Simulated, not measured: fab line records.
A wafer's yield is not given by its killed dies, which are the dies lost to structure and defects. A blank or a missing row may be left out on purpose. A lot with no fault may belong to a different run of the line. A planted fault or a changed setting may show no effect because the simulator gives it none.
Chamber matching / flow nandHarc / rieDiel-03 running NHARC_P_GATE_STRIP_108: 4 sister chambers
The step strips in O2. 16 wafers are shown with their chamber, then 8 later ones without.

## EACH WAFER AND ITS CHAMBER
wafer=L238.1; chamber=3; showerheadPlenumPTorr (Torr)=3.30; drypumpMotorCurrentA (A)=5.3; rfVppV (V)=57.7
wafer=L238.2; chamber=0; showerheadPlenumPTorr (Torr)=3.56; drypumpMotorCurrentA (A)=5.5; rfVppV (V)=57.2
wafer=L238.3; chamber=1; showerheadPlenumPTorr (Torr)=3.33; drypumpMotorCurrentA (A)=6.4; rfVppV (V)=57.3
wafer=L240.1; chamber=3; showerheadPlenumPTorr (Torr)=3.30; drypumpMotorCurrentA (A)=5.3; rfVppV (V)=57.1
wafer=L240.3; chamber=0; showerheadPlenumPTorr (Torr)=3.56; drypumpMotorCurrentA (A)=5.5; rfVppV (V)=58.3
wafer=L240.6; chamber=0; showerheadPlenumPTorr (Torr)=3.56; drypumpMotorCurrentA (A)=5.6; rfVppV (V)=57.0
wafer=L239.1; chamber=0; showerheadPlenumPTorr (Torr)=3.56; drypumpMotorCurrentA (A)=5.6; rfVppV (V)=56.9
wafer=L239.4; chamber=3; showerheadPlenumPTorr (Torr)=3.30; drypumpMotorCurrentA (A)=5.3; rfVppV (V)=57.1
wafer=L239.6; chamber=1; showerheadPlenumPTorr (Torr)=3.33; drypumpMotorCurrentA (A)=6.4; rfVppV (V)=57.3
wafer=L245.1; chamber=2; showerheadPlenumPTorr (Torr)=3.75; drypumpMotorCurrentA (A)=5.7; rfVppV (V)=58.9
wafer=L245.3; chamber=0; showerheadPlenumPTorr (Torr)=3.56; drypumpMotorCurrentA (A)=5.6; rfVppV (V)=58.0
wafer=L245.5; chamber=1; showerheadPlenumPTorr (Torr)=3.33; drypumpMotorCurrentA (A)=6.4; rfVppV (V)=57.2
wafer=L247.2; chamber=0; showerheadPlenumPTorr (Torr)=3.55; drypumpMotorCurrentA (A)=5.5; rfVppV (V)=59.3
wafer=L247.3; chamber=1; showerheadPlenumPTorr (Torr)=3.33; drypumpMotorCurrentA (A)=6.4; rfVppV (V)=57.5
wafer=L247.4; chamber=2; showerheadPlenumPTorr (Torr)=3.75; drypumpMotorCurrentA (A)=5.7; rfVppV (V)=58.1
wafer=L248.1; chamber=1; showerheadPlenumPTorr (Torr)=3.32; drypumpMotorCurrentA (A)=6.4; rfVppV (V)=56.7

SIGNATURES, as means of the wafers listed above
reading=showerheadPlenumPTorr; chamber 0=3.5583; chamber 1=3.3280; chamber 2=3.7500; chamber 3=3.3000; scatter within a chamber=0.00369
reading=drypumpMotorCurrentA; chamber 0=5.550; chamber 1=6.400; chamber 2=5.700; chamber 3=5.300; scatter within a chamber=0.0354
reading=rfVppV; chamber 0=57.783; chamber 1=57.200; chamber 2=58.500; chamber 3=57.300; scatter within a chamber=0.663
Rule: a wafer lies at a distance from a chamber equal to the root of the sum of squares, over the readings, of (its reading less the chamber's mean, divided by the reading's scatter). If the next closest chamber is less than 2 further off than the closest, the wafer can't be placed; otherwise it belongs to the closest. How the scatter is found: for the shown wafers, subtract from each reading the mean of its chamber, square and add these, divide the total by (wafers less chambers), then take the root.

## WAFERS WITHOUT THEIR CHAMBER
wafer=L248.3; showerheadPlenumPTorr (Torr)=3.29; drypumpMotorCurrentA (A)=5.3; rfVppV (V)=57.1
wafer=L248.4; showerheadPlenumPTorr (Torr)=3.55; drypumpMotorCurrentA (A)=5.6; rfVppV (V)=58.4
wafer=L252.3; showerheadPlenumPTorr (Torr)=3.75; drypumpMotorCurrentA (A)=5.8; rfVppV (V)=58.9
wafer=L252.5; showerheadPlenumPTorr (Torr)=3.75; drypumpMotorCurrentA (A)=5.7; rfVppV (V)=60.3
wafer=L252.6; showerheadPlenumPTorr (Torr)=3.29; drypumpMotorCurrentA (A)=5.3; rfVppV (V)=58.1
wafer=L260.1; showerheadPlenumPTorr (Torr)=3.32; drypumpMotorCurrentA (A)=6.3; rfVppV (V)=57.5
wafer=L260.2; showerheadPlenumPTorr (Torr)=3.28; drypumpMotorCurrentA (A)=5.3; rfVppV (V)=57.8
wafer=L260.5; showerheadPlenumPTorr (Torr)=3.28; drypumpMotorCurrentA (A)=5.3; rfVppV (V)=56.8

## THE CHAMBER EACH PASSED THROUGH
wafer=L248.3; from the rows above=3; in truth=3
wafer=L248.4; from the rows above=0; in truth=0
wafer=L252.3; from the rows above=2; in truth=2
wafer=L252.5; from the rows above=2; in truth=2
wafer=L252.6; from the rows above=3; in truth=3
wafer=L260.1; from the rows above=1; in truth=1
wafer=L260.2; from the rows above=3; in truth=3
wafer=L260.5; from the rows above=3; in truth=3
Correctly placed: 8 of 8. Not placeable from these rows: 0. Wrongly placed: 0.
